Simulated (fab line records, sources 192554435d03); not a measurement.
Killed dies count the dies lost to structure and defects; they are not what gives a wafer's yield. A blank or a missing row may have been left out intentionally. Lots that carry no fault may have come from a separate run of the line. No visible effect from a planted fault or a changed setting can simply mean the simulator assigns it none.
A struck lot beside a sound one / flow n5-finfet / 15 out of 1938 route steps
Sound: these wafers, L910.1, L910.2, L910.4. Wafers L923.4, L923.5, L923.6 were the ones struck. Last of all comes the cause.
Order at every step that has rows: each side's tool, ch and its chambers, its first start. Under that, the readings that differ: sound wafers / struck wafers / difference of the means / sigmas: that difference in standard deviations of wafers without a fault.
alike: a reading whose means differ by less than 2 such deviations, as well as words and numbers matching on both sides. not compared: withheld readings; readings where some wafer has no value; bounds like >300 that might hide an equal value; numbers whose values overlap and for which the record gives no deviation.
The two part at a step that has a row with sigmas, a row that says differs or no value, or rows on one side only. Non-overlapping numbers with no deviation appear without sigmas and do not part them. A reading that every wafer of one side lacks parts them only if that side has two wafers or more.

first, 8 steps without rows for these wafers: N5_BEOL_M8_COAT_59 (time 60 s, resist thk 100 nm); N5_BEOL_M8_COAT_60 (time 60 s, resist thk 35 nm); N5_BEOL_M8_COAT_05 (resist thk 90 nm); N5_BEOL_M8_EBR_07; N5_BEOL_M8_SOFTBAKE_06 (time 60 s); N5_BEOL_M8_EXPOSE_08 (exposes mask M8); N5_BEOL_M8_PEB_09 (peb time 60 s); N5_BEOL_M8_DEVELOP_10 (develop time 30 s).
N5_BEOL_M8_CD_MEAS_11: target cd 38.5 nm.
  sound on cd-sem-03 ch 0, day 10 01:22; struck on cd-sem-02 ch 0, day 13 13:26
  alike: cd-nm
N5_BEOL_M8_OVL_MEAS_12:
  sound on overlay-02 ch 0, day 10 01:23; struck on overlay-01 ch 0, day 13 13:28
  alike: M8_OVL
N5_BEOL_M8_INSPECT_13: inspects for defects (brightfield).
  struck on defect-inspect-02, day 13 13:29; sound on defect-inspect-01, day 10 01:25
  alike: raw-defect-count
N5_BEOL_M8_DESCUM_16: chemistry O2, time 7.9 s.
  sound on rie-diel-01 ch 1,2,3, day 10 01:31; struck on rie-diel-05 ch 0,1,3, day 13 13:47
reading=rf-hours-counter-h (h); sound=217 230 1; struck=- - -; difference=no value on the struck wafers; sigmas=
  alike: drypump-motor-current-A, oes-product-au, rf-vpp-V, showerhead-plenum-p-Torr, throttle-valve-pct
N5_BEOL_M8_ETCH_61: etches SiARC in CF4, target depth 45.5 nm, time 75.8 s.
  sound on rie-diel-01 ch 1,2,3, day 10 01:32; struck on rie-diel-05 ch 0,3, day 13 13:50
reading=bias-w (W); sound=36.12 35.76 36.08; struck=39.43 39.27 39.35; difference=+3.36; sigmas=+34
reading=rf-hours-counter-h (h); sound=217 230 1; struck=- - -; difference=no value on the struck wafers; sigmas=
reading=rf-vpp-V (V); sound=184.4 185.8 184.0; struck=195.7 194.7 196.2; difference=+10.8; sigmas=+9
  alike: cf4-flow-sccm, drypump-motor-current-A, etch-rf-on-time-s, oes-product-au, showerhead-plenum-p-Torr, throttle-valve-pct
N5_BEOL_M8_ETCH_62: etches SOC in N2/H2, target depth 110 nm, overetch 22 nm, time 165 s.
  sound on rie-diel-01 ch 1,2,3, day 10 01:36; struck on rie-diel-05 ch 0,3, day 13 13:57
reading=rf-hours-counter-h (h); sound=217 230 1; struck=- - -; difference=no value on the struck wafers; sigmas=
reading=showerhead-plenum-p-Torr (Torr); sound=2.51 2.51 2.50; struck=2.68 2.62 2.68; difference=+0.15; sigmas=+2
  alike: bias-w, drypump-motor-current-A, n2-flow-sccm, oes-product-au, rf-vpp-V, throttle-valve-pct
N5_PASSIVATION_PROBE_49:
  the record holds rows for the sound wafers here (prober-02, day 13 04:01) but none for the struck ones

## WHERE THEY PART
Earliest at N5_BEOL_M8_DESCUM_16; latest, in this record, at N5_PASSIVATION_PROBE_49.

WHY: what the simulator had put in
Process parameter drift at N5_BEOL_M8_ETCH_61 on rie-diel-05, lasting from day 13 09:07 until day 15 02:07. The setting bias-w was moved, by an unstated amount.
